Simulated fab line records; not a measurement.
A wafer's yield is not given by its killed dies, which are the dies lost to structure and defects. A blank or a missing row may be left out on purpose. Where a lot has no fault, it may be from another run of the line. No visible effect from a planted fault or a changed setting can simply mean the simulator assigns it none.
Which tool was responsible?    flow nand-harc    Sampling: 24 lots, 72 wafers, 6 of 1302 route steps

## WHAT THE GAUGES SHOWED, per wafer
NHARC_A_M0_INSPECT_27. Usual: raw-defect-count 556, standard deviation 140.
lot   measured      on                 raw-defect-count  flag
L074  day 23 19:06  defect-inspect-01  635 549 503       
L075  day 23 21:17  defect-inspect-01  487 461 415       
L077  day 24 00:00  defect-inspect-01  562 683 506       
L076  day 24 01:51  defect-inspect-01  572 510 689       
L079  day 25 02:10  defect-inspect-01  666 467 516       
L078  day 25 03:07  defect-inspect-01  546 503 412       
L080  day 25 21:19  defect-inspect-02  521 476 710       
L081  day 25 22:41  defect-inspect-02  528 838 687       
L083  day 26 11:01  defect-inspect-02  578 661 516       
L082  day 26 16:39  defect-inspect-02  371 352 444       
L084  day 27 12:58  defect-inspect-01  657 599 728       
L086  day 27 19:28  defect-inspect-01  576 585 923       
L085  day 27 21:04  defect-inspect-02  632 654 772       
L089  day 29 12:53  defect-inspect-02  513 542 536       
L087  day 29 16:07  defect-inspect-02  797 706 553       
L090  day 29 18:46  defect-inspect-02  499 613 484       
L091  day 29 19:07  defect-inspect-01  610 575 934       
L088  day 29 20:07  defect-inspect-02  462 429 405       
L093  day 30 17:50  defect-inspect-02  386 384 457       
L092  day 31 04:46  defect-inspect-01  907 449 648       
L097  day 32 16:04  defect-inspect-01  413 383 388       
L095  day 32 17:29  defect-inspect-01  627 540 602       
L094  day 32 20:49  defect-inspect-02  485 477 547       
L096  day 33 00:02  defect-inspect-01  644 699 675       

## EACH LOT AND THE TOOL THAT RAN IT (in order: tool; ch and the chambers of the sampled wafers; start)
lot   NHARC_A_CONTACT_DESCUM_13           NHARC_A_CONTACT_ETCH_98                        NHARC_A_BLC_DESCUM_15               NHARC_A_BLC_DEGAS_30          NHARC_A_BLC_PVD_32
L074  rie-diel-06 ch 0,3, day 23 06:19    rie-diel-06 ch 1,3, day 23 12:42 or earlier    rie-diel-09 ch 2,3, day 23 12:42    pvd-sputter-02, day 23 14:16  pvd-sputter-02, day 23 19:06 or earlier
L075  rie-diel-06 ch 0,3, day 23 08:17    rie-diel-06 ch 1,2,3, day 23 14:40 or earlier  rie-diel-09 ch 0,3, day 23 14:40    pvd-sputter-01, day 23 16:17  pvd-sputter-01, day 23 21:17 or earlier
L077  rie-diel-06 ch 0,1,3, day 23 10:50  rie-diel-04 ch 2,3, day 23 17:01 or earlier    rie-diel-07 ch 0,1, day 23 17:01    pvd-sputter-01, day 23 18:36  pvd-sputter-01, day 24 00:00 or earlier
L076  rie-diel-06 ch 0,2,3, day 23 12:23  rie-diel-04 ch 0,1,3, day 23 19:18 or earlier  rie-diel-07 ch 0,1,3, day 23 19:18  pvd-sputter-01, day 23 20:52  pvd-sputter-01, day 24 01:51 or earlier
L079  rie-diel-04 ch 0,2,3, day 23 22:56  rie-diel-13 ch 0,1,3, day 24 05:08 or earlier  rie-diel-01 ch 1,2,3, day 24 05:08  pvd-sputter-01, day 24 06:47  pvd-sputter-01, day 25 02:10 or earlier
L078  rie-diel-06 ch 0,2,3, day 24 02:11  rie-diel-04 ch 0,2,3, day 24 08:29 or earlier  rie-diel-07 ch 0,1,3, day 24 08:29  pvd-sputter-01, day 24 10:04  pvd-sputter-01, day 25 03:07 or earlier
L080  rie-diel-04 ch 0,3, day 25 08:04    rie-diel-04 ch 0,2,3, day 25 14:46 or earlier  rie-diel-09 ch 0,2,3, day 25 14:46  pvd-sputter-03, day 25 16:21  pvd-sputter-03, day 25 21:19 or earlier
L081  rie-diel-04 ch 1,2, day 25 09:47    rie-diel-13 ch 0,1,3, day 25 16:08 or earlier  rie-diel-09 ch 0,2,3, day 25 16:08  pvd-sputter-01, day 25 17:43  pvd-sputter-01, day 25 22:41 or earlier
L083  rie-diel-06 ch 0,2, day 25 22:04    rie-diel-13 ch 1,2,3, day 26 04:27 or earlier  rie-diel-07 ch 0,1,2, day 26 04:27  pvd-sputter-02, day 26 06:01  pvd-sputter-02, day 26 11:01 or earlier
L082  rie-diel-06 ch 1,3, day 26 04:04    rie-diel-13 ch 0,1, day 26 10:16 or earlier    rie-diel-07 ch 0,2, day 26 10:16    pvd-sputter-02, day 26 11:50  pvd-sputter-02, day 26 16:39 or earlier
L084  rie-diel-04 ch 1,2, day 27 00:02    rie-diel-06 ch 1,3, day 27 06:22 or earlier    rie-diel-07 ch 1,2,3, day 27 06:22  pvd-sputter-01, day 27 07:56  pvd-sputter-01, day 27 12:58 or earlier
L086  rie-diel-13 ch 1,3, day 27 06:31    rie-diel-13 ch 0,2, day 27 12:59 or earlier    rie-diel-07 ch 1,2,3, day 27 12:59  pvd-sputter-03, day 27 14:32  pvd-sputter-03, day 27 19:28 or earlier
L085  rie-diel-04 ch 1,3, day 27 07:49    rie-diel-13 ch 0,1,2, day 27 14:27 or earlier  rie-diel-07 ch 0,1,3, day 27 14:27  pvd-sputter-03, day 27 16:01  pvd-sputter-03, day 27 21:04 or earlier
L089  rie-diel-04 ch 1,2,3, day 29 00:07  rie-diel-13 ch 0,3, day 29 06:23 or earlier    rie-diel-07 ch 1,2, day 29 06:23    pvd-sputter-01, day 29 07:58  pvd-sputter-01, day 29 12:53 or earlier
L087  rie-diel-06 ch 0,1,3, day 29 03:08  rie-diel-04 ch 1,2,3, day 29 09:31 or earlier  rie-diel-07 ch 2,3, day 29 09:31    pvd-sputter-01, day 29 11:07  pvd-sputter-01, day 29 16:07 or earlier
L090  rie-diel-04 ch 1,2,3, day 29 05:36  rie-diel-04 ch 1,3, day 29 08:48               rie-diel-07 ch 1,3, day 29 12:13    pvd-sputter-03, day 29 13:48  pvd-sputter-03, day 29 18:46 or earlier
L091  rie-diel-06 ch 1,2,3, day 29 05:46  rie-diel-13 ch 0,1, day 29 12:06 or earlier    rie-diel-09 ch 1,2, day 29 12:06    pvd-sputter-02, day 29 13:53  pvd-sputter-02, day 29 19:07 or earlier
L088  rie-diel-13 ch 0,1,2, day 29 07:13  rie-diel-04 ch 1,2,3, day 29 10:21             rie-diel-01 ch 0,1, day 29 13:33    pvd-sputter-01, day 29 15:09  pvd-sputter-01, day 29 20:07 or earlier
L093  rie-diel-04 ch 0,3, day 30 03:41    rie-diel-06 ch 2,3, day 30 10:48 or earlier    rie-diel-07 ch 0,1,2, day 30 10:48  pvd-sputter-01, day 30 12:55  pvd-sputter-01, day 30 17:50 or earlier
L092  rie-diel-06 ch 0,1,2, day 30 14:53  rie-diel-13 ch 0,1,2, day 30 21:52 or earlier  rie-diel-09 ch 1,2,3, day 30 21:52  pvd-sputter-01, day 30 23:35  pvd-sputter-01, day 31 04:46 or earlier
L097  rie-diel-04 ch 0,1,2, day 32 02:55  rie-diel-13 ch 0,2,3, day 32 09:25 or earlier  rie-diel-07 ch 0,2,3, day 32 09:25  pvd-sputter-02, day 32 11:07  pvd-sputter-02, day 32 16:04 or earlier
L095  rie-diel-04 ch 0,1,2, day 32 04:47  rie-diel-13 ch 1,2,3, day 32 11:04 or earlier  rie-diel-09 ch 0,1, day 32 11:04    pvd-sputter-03, day 32 12:39  pvd-sputter-03, day 32 17:29 or earlier
L094  rie-diel-13 ch 0,1,2, day 32 07:50  rie-diel-04 ch 0,1,3, day 32 14:13 or earlier  rie-diel-09 ch 1,2,3, day 32 14:13  pvd-sputter-03, day 32 15:47  pvd-sputter-03, day 32 20:49 or earlier
L096  rie-diel-04 ch 0,3, day 32 11:11    rie-diel-04 ch 0,1,2, day 32 17:30 or earlier  rie-diel-07 ch 0,2, day 32 17:30    pvd-sputter-03, day 32 19:04  pvd-sputter-03, day 33 00:02 or earlier
- NHARC_A_CONTACT_DESCUM_13: chemistry O2, time 3 s.
- NHARC_A_CONTACT_ETCH_98: etches the open film in C4F6/O2, target depth 20 nm, time 10 s.
- NHARC_A_BLC_DESCUM_15: chemistry O2, time 3 s.
- NHARC_A_BLC_DEGAS_30: time 60 s.
- NHARC_A_BLC_PVD_32: deposits Ti, target thk 5 nm, time 17.7 s.

## WHAT THE TOOLS THEMSELVES READ (means of the sampled wafers that have a number; where no wafer has one, the mark that the record gives instead)
NHARC_A_CONTACT_DESCUM_13. Usual: drypump-motor-current-A 5.8 A, standard deviation 0.37; oes-product-au 1.002 a.u., standard deviation 0.0072; rf-vpp-V 57.7 V, standard deviation 0.92; showerhead-plenum-p-Torr 1.90 Torr, standard deviation 0.088; throttle-valve-pct 11.312 %, standard deviation 0.0095.
lot   tool         drypump-motor-current-A (A)  oes-product-au (a.u.)  rf-vpp-V (V)  showerhead-plenum-p-Torr (Torr)  throttle-valve-pct (%)  flag
L074  rie-diel-06  5.8                          1.009                  57.8          1.87                             11.304                  
L075  rie-diel-06  6.1                          1.009                  58.3          1.91                             11.312                  
L077  rie-diel-06  5.9                          1.008                  57.6          1.95                             11.303                  
L076  rie-diel-06  5.7                          1.001                  58.2          1.86                             11.311                  
L079  rie-diel-04  5.9                          1.005                  57.8          1.87                             11.312                  
L078  rie-diel-06  5.7                          1.007                  58.4          1.86                             11.305                  
L080  rie-diel-04  5.8                          1.002                  57.6          1.88                             11.310                  
L081  rie-diel-04  6.0                          1.002                  57.6          1.85                             11.314                  
L083  rie-diel-06  6.1                          1.007                  57.5          1.91                             11.317                  
L082  rie-diel-06  5.5                          1.002                  58.1          1.90                             11.313                  
L084  rie-diel-04  6.0                          0.994                  57.7          1.84                             11.319                  
L086  rie-diel-13  6.1                          1.008                  58.1          1.92                             11.318                  
L085  rie-diel-04  5.8                          0.988                  58.5          1.95                             11.300                  
L089  rie-diel-04  5.9                          1.000                  57.5          1.89                             11.317                  
L087  rie-diel-06  5.9                          1.008                  57.2          1.94                             11.318                  
L090  rie-diel-04  5.9                          1.003                  57.7          1.89                             11.320                  
L091  rie-diel-06  5.6                          0.999                  57.6          1.89                             11.314                  
L088  rie-diel-13  5.8                          1.000                  57.6          1.93                             11.316                  
L093  rie-diel-04  5.8                          1.003                  57.1          1.88                             11.321                  
L092  rie-diel-06  5.9                          1.001                  58.0          1.93                             11.305                  
L097  rie-diel-04  5.9                          0.993                  57.6          1.85                             11.307                  
L095  rie-diel-04  5.9                          1.000                  56.7          1.85                             11.313                  
L094  rie-diel-13  5.7                          0.993                  58.5          1.93                             11.309                  
L096  rie-diel-04  5.8                          0.993                  57.5          1.92                             11.310                  

NHARC_A_CONTACT_ETCH_98. Usual: drypump-motor-current-A 5.9 A, standard deviation 0.35; oes-product-au 0.972 a.u., standard deviation 0.025; rf-vpp-V 547 V, standard deviation 3.4; showerhead-plenum-p-Torr 3.92 Torr, standard deviation 0.16; throttle-valve-pct 26.903 %, standard deviation 0.0086.
lot   tool         drypump-motor-current-A (A)  oes-product-au (a.u.)  rf-vpp-V (V)  showerhead-plenum-p-Torr (Torr)  throttle-valve-pct (%)  flag
L074  rie-diel-06  5.6                          0.954                  546           3.91                             26.908                  
L075  rie-diel-06  5.6                          0.958                  546           3.91                             26.908                  
L077  rie-diel-04  6.1                          0.996                  544           3.81                             26.903                  
L076  rie-diel-04  5.8                          1.003                  547           3.93                             26.897                  
L079  rie-diel-13  5.8                          0.999                  548           3.99                             26.906                  
L078  rie-diel-04  5.9                          1.000                  545           3.84                             26.905                  
L080  rie-diel-04  6.0                          0.945                  545           3.84                             26.902                  
L081  rie-diel-13  5.8                          0.964                  548           3.98                             26.906                  
L083  rie-diel-13  6.1                          0.940                  547           3.92                             26.904                  
L082  rie-diel-13  5.5                          0.998                  547           3.90                             26.902                  
L084  rie-diel-06  5.6                          0.959                  547           3.89                             26.909                  
L086  rie-diel-13  6.0                          0.953                  550           4.04                             26.897                  
L085  rie-diel-13  5.8                          0.999                  549           3.97                             26.900                  
L089  rie-diel-13  5.7                          1.007                  551           4.10                             26.908                  
L087  rie-diel-04  5.9                          0.972                  546           3.89                             26.901                  
L090  rie-diel-04  5.7                          0.948                  548           3.98                             26.914                  
L091  rie-diel-13  5.5                          0.944                  549           4.02                             26.906                  
L088  rie-diel-04  5.9                          0.955                  546           3.89                             26.896                  
L093  rie-diel-06  5.4                          1.003                  543           3.72                             26.898                  
L092  rie-diel-13  5.8                          0.996                  547           3.96                             26.899                  
L097  rie-diel-13  6.0                          0.936                  549           4.03                             26.905                  
L095  rie-diel-13  6.0                          1.002                  545           3.90                             26.897                  
L094  rie-diel-04  5.8                          0.943                  547           3.91                             26.903                  
L096  rie-diel-04  5.9                          0.955                  545           3.81                             26.895                  

NHARC_A_BLC_DESCUM_15. Usual: drypump-motor-current-A 5.8 A, standard deviation 0.44; oes-product-au 0.997 a.u., standard deviation 0.0082; rf-vpp-V 57.7 V, standard deviation 0.86; showerhead-plenum-p-Torr 1.88 Torr, standard deviation 0.059; throttle-valve-pct 11.312 %, standard deviation 0.0094.
lot   tool         drypump-motor-current-A (A)  oes-product-au (a.u.)  rf-vpp-V (V)  showerhead-plenum-p-Torr (Torr)  throttle-valve-pct (%)  flag
L074  rie-diel-09  5.9                          0.996                  56.7          1.81                             11.299                  
L075  rie-diel-09  5.6                          1.001                  56.7          1.85                             11.323                  
L077  rie-diel-07  6.2                          0.994                  57.7          1.89                             11.306                  
L076  rie-diel-07  5.8                          1.000                  57.1          1.87                             11.310                  
L079  rie-diel-01  6.0                          0.993                  57.8          1.87                             11.307                  
L078  rie-diel-07  5.8                          1.005                  57.2          1.87                             11.306                  
L080  rie-diel-09  5.8                          1.012                  58.1          1.84                             11.303                  
L081  rie-diel-09  5.8                          1.002                  57.4          1.84                             11.318                  
L083  rie-diel-07  5.9                          0.987                  57.8          1.90                             11.317                  
L082  rie-diel-07  5.6                          0.991                  57.7          1.90                             11.311                  
L084  rie-diel-07  5.7                          0.994                  58.7          1.89                             11.311                  
L086  rie-diel-07  5.7                          0.991                  57.7          1.89                             11.314                  
L085  rie-diel-07  5.8                          1.002                  57.8          1.87                             11.314                  
L089  rie-diel-07  6.1                          0.983                  56.8          1.90                             11.314                  
L087  rie-diel-07  5.3                          0.986                  57.0          1.88                             11.314                  
L090  rie-diel-07  6.1                          0.988                  57.0          1.87                             11.321                  
L091  rie-diel-09  6.2                          0.997                  58.0          1.90                             11.308                  
L088  rie-diel-01  5.4                          1.002                  58.1          2.04                             11.309                  
L093  rie-diel-07  5.8                          1.005                  57.6          1.89                             11.309                  
L092  rie-diel-09  6.1                          0.997                  57.7          1.85                             11.309                  
L097  rie-diel-07  5.5                          0.998                  58.0          1.88                             11.315                  
L095  rie-diel-09  6.0                          1.000                  58.7          1.93                             11.315                  
L094  rie-diel-09  6.1                          1.001                  57.8          1.85                             11.301                  
L096  rie-diel-07  5.5                          1.002                  57.7          1.90                             11.303                  

NHARC_A_BLC_DEGAS_30. Usual: heater-power-w 444 W, standard deviation 24.
lot   tool            heater-power-w (W)  flag
L074  pvd-sputter-02  468                 
L075  pvd-sputter-01  435                 
L077  pvd-sputter-01  432                 
L076  pvd-sputter-01  444                 
L079  pvd-sputter-01  436                 
L078  pvd-sputter-01  422                 
L080  pvd-sputter-03  431                 
L081  pvd-sputter-01  434                 
L083  pvd-sputter-02  469                 
L082  pvd-sputter-02  455                 
L084  pvd-sputter-01  446                 
L086  pvd-sputter-03  431                 
L085  pvd-sputter-03  450                 
L089  pvd-sputter-01  437                 
L087  pvd-sputter-01  436                 
L090  pvd-sputter-03  460                 
L091  pvd-sputter-02  464                 
L088  pvd-sputter-01  436                 
L093  pvd-sputter-01  445                 
L092  pvd-sputter-01  440                 
L097  pvd-sputter-02  455                 
L095  pvd-sputter-03  436                 
L094  pvd-sputter-03  446                 
L096  pvd-sputter-03  429                 

NHARC_A_BLC_PVD_32. Usual: chamber-pressure-pa 5.000 Pa, standard deviation 0.0096; throttle-valve-pct 29.6 %, standard deviation 1.
lot   tool            chamber-pressure-pa (Pa)  throttle-valve-pct (%)  flag
L074  pvd-sputter-02  5.004                     30.2                    
L075  pvd-sputter-01  4.998                     29.1                    
L077  pvd-sputter-01  5.003                     29.2                    
L076  pvd-sputter-01  5.004                     29.4                    
L079  pvd-sputter-01  5.005                     29.3                    
L078  pvd-sputter-01  5.004                     29.1                    
L080  pvd-sputter-03  5.004                     30.0                    
L081  pvd-sputter-01  4.995                     29.5                    
L083  pvd-sputter-02  5.003                     30.1                    
L082  pvd-sputter-02  4.998                     30.3                    
L084  pvd-sputter-01  4.995                     29.2                    
L086  pvd-sputter-03  5.003                     30.8                    
L085  pvd-sputter-03  5.008                     30.2                    
L089  pvd-sputter-01  4.998                     30.4                    
L087  pvd-sputter-01  4.996                     29.9                    
L090  pvd-sputter-03  4.997                     30.1                    
L091  pvd-sputter-02  5.001                     30.7                    
L088  pvd-sputter-01  5.006                     29.2                    
L093  pvd-sputter-01  5.002                     29.1                    
L092  pvd-sputter-01  5.007                     30.4                    
L097  pvd-sputter-02  4.996                     30.3                    
L095  pvd-sputter-03  5.001                     28.8                    
L094  pvd-sputter-03  4.996                     29.2                    
L096  pvd-sputter-03  4.994                     29.1                    

## THE ANSWER, worked out from the rows above alone
Rule: a lot counts as off when the mean over its wafers that have a number is more than 3 standard deviations away from the usual mean. A lot without any number at a reading at which 4 lots or more have one is off too. The other lots that the step has rows for count as sound. After the gauges, taken in route order, come the tools' own readings; for these a lot's mean is taken, as printed above. At the first step where some lot is off, the reading lying furthest off is the one used; lots without a number count as furthest.
Across all readings shown, no lot is off: no conclusion can be drawn from this.

## WHAT WAS PUT IN BY THE SIMULATOR
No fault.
